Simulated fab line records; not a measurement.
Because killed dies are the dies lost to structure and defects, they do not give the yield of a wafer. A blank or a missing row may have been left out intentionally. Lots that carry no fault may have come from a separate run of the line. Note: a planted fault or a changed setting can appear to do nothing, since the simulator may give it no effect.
Matching of chambers | flow n5Finfet | N5_DUMMY_GATE_ETCH_36 on rieDiel-02 has 4 sister chambers
The step etches SiARC in CF4, target depth 13 nm. 18 wafers are shown with their chamber, then 9 later ones without.

## WAFERS, EACH WITH ITS CHAMBER
wafer  | chamber | drypumpMotorCurrentA (A) | showerheadPlenumPTorr (Torr) | throttleValvePct (%)
L469.4 | 3       | 6.2                      | 2.22                         | 15.59
L469.5 | 1       | 6.3                      | 2.19                         | 15.20
L469.6 | 0       | 5.2                      | 2.21                         | 15.67
L470.3 | 0       | 5.2                      | 2.21                         | 15.66
L470.5 | 0       | 5.2                      | 2.21                         | 15.70
L470.6 | 1       | 6.3                      | 2.19                         | 15.19
L471.1 | 0       | 5.2                      | 2.21                         | 15.68
L471.2 | 2       | 5.9                      | 2.05                         | 15.55
L471.3 | 3       | 6.3                      | 2.22                         | 15.60
L481.2 | 2       | 5.9                      | 2.04                         | 15.57
L481.4 | 3       | 6.3                      | 2.21                         | 15.61
L481.6 | 3       | 6.3                      | 2.21                         | 15.63
L482.1 | 0       | 5.2                      | 2.21                         | 15.72
L482.3 | 1       | 6.3                      | 2.18                         | 15.26
L482.6 | 3       | 6.2                      | 2.21                         | 15.62
L483.2 | 1       | 6.3                      | 2.18                         | 15.27
L483.3 | 3       | 6.2                      | 2.21                         | 15.65
L483.5 | 1       | 6.3                      | 2.18                         | 15.25

SIGNATURES (means of the wafers above)
reading               | chamber 0 | chamber 1 | chamber 2 | chamber 3 | scatter within a chamber
drypumpMotorCurrentA  | 5.200     | 6.300     | 5.900     | 6.250     | 0.0327
showerheadPlenumPTorr | 2.2100    | 2.1840    | 2.0450    | 2.2133    | 0.00465
throttleValvePct      | 15.6860   | 15.2340   | 15.5600   | 15.6167   | 0.027
Rule: for a wafer and a chamber, the distance is found by dividing, reading by reading, the gap between the wafer's reading and the chamber's mean by the reading's scatter, squaring, summing and taking the root. If the next closest chamber is less than 2 further off than the closest, the wafer can't be placed; otherwise it belongs to the closest. How the scatter is found: for the shown wafers, subtract from each reading the mean of its chamber, square and add these, divide the total by (wafers less chambers), then take the root.

## WAFERS WITHOUT THEIR CHAMBER
wafer  | drypumpMotorCurrentA (A) | showerheadPlenumPTorr (Torr) | throttleValvePct (%)
L485.2 | 5.2                      | 2.20                         | 15.73
L485.3 | 5.9                      | 2.04                         | 15.60
L485.5 | 6.3                      | 2.18                         | 15.26
L488.1 | 5.2                      | 2.20                         | 15.74
L488.2 | 5.9                      | 2.04                         | 15.61
L488.3 | 6.3                      | 2.18                         | 15.29
L489.3 | 6.3                      | 2.18                         | 15.28
L489.5 | 5.2                      | 2.20                         | 15.74
L489.6 | 6.3                      | 2.18                         | 15.28

## CHAMBER TAKEN BY EACH
wafer  | from the rows above | in truth
L485.2 | 0                   | 0
L485.3 | 2                   | 2
L485.5 | 1                   | 1
L488.1 | 0                   | 0
L488.2 | 2                   | 2
L488.3 | 1                   | 1
L489.3 | 1                   | 1
L489.5 | 0                   | 0
L489.6 | 1                   | 1
Correctly placed: 9 of 9. From these rows, 0 cannot be placed. Wrongly placed: 0.
